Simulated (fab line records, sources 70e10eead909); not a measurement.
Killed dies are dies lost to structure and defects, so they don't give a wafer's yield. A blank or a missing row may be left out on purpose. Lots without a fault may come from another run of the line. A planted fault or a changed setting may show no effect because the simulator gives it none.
2 desks, one fault | flow nand_harc | only its own numbers are on each desk; what lay behind them is given at the end

== THE TOOL OWNER'S DESK: wet_bench-01 ==
The tool's own readings at NHARC_A_CHANNEL_HOLE_D2_PRECLEAN_29 (cleans in SC1): means of the sampled wafers that have a number, for each lot that ran on this tool. A lot is out of limits, marked OUT, if its mean lies more than 4 standard deviations from the usual mean; the brackets give that distance.
Columns: A = nh4oh_flow_mL_min at NHARC_A_CHANNEL_HOLE_D2_PRECLEAN_29, usual 28.30
lot  | first seen here | A
L623 | day 14 11:36    | 28.33
L626 | day 15 07:52    | 28.37
L631 | day 17 16:13    | 28.30
L641 | day 20 23:34    | 28.30
L643 | day 22 11:31    | 28.34
This desk's finding: nothing out of limits on any of the 5 lots.

== THE DEFECT DESK ==
Per lot, the means of the sampled wafers with a number show what the inspections along the route counted. A lot is out of limits, marked OUT, if its mean lies more than 4 standard deviations from the usual mean; the brackets give that distance.
Columns: A = raw_defect_count at NHARC_A_CHANNEL_HOLE_D2_INSPECT_40, usual 269
lot  | first seen here | A
L623 | day 14 11:55    | 281
L625 | day 14 12:54    | 343
L624 | day 14 16:06    | 260
L626 | day 15 08:11    | 266
L627 | day 16 04:02    | 291
L631 | day 17 16:33    | 327
L633 | day 18 10:58    | 326
L634 | day 18 11:01    | 223
L636 | day 19 11:41    | 315
L641 | day 20 23:53    | 329
L643 | day 22 11:50    | 359
L645 | day 22 18:22    | 266
This desk's finding: nothing out of limits on any of the 12 lots.

== ALL TOGETHER ==
The desk of the tool owner found nothing out of limits.
The defect desk saw nothing out of limits.

== WHAT THE SIMULATOR HAD INSERTED ==
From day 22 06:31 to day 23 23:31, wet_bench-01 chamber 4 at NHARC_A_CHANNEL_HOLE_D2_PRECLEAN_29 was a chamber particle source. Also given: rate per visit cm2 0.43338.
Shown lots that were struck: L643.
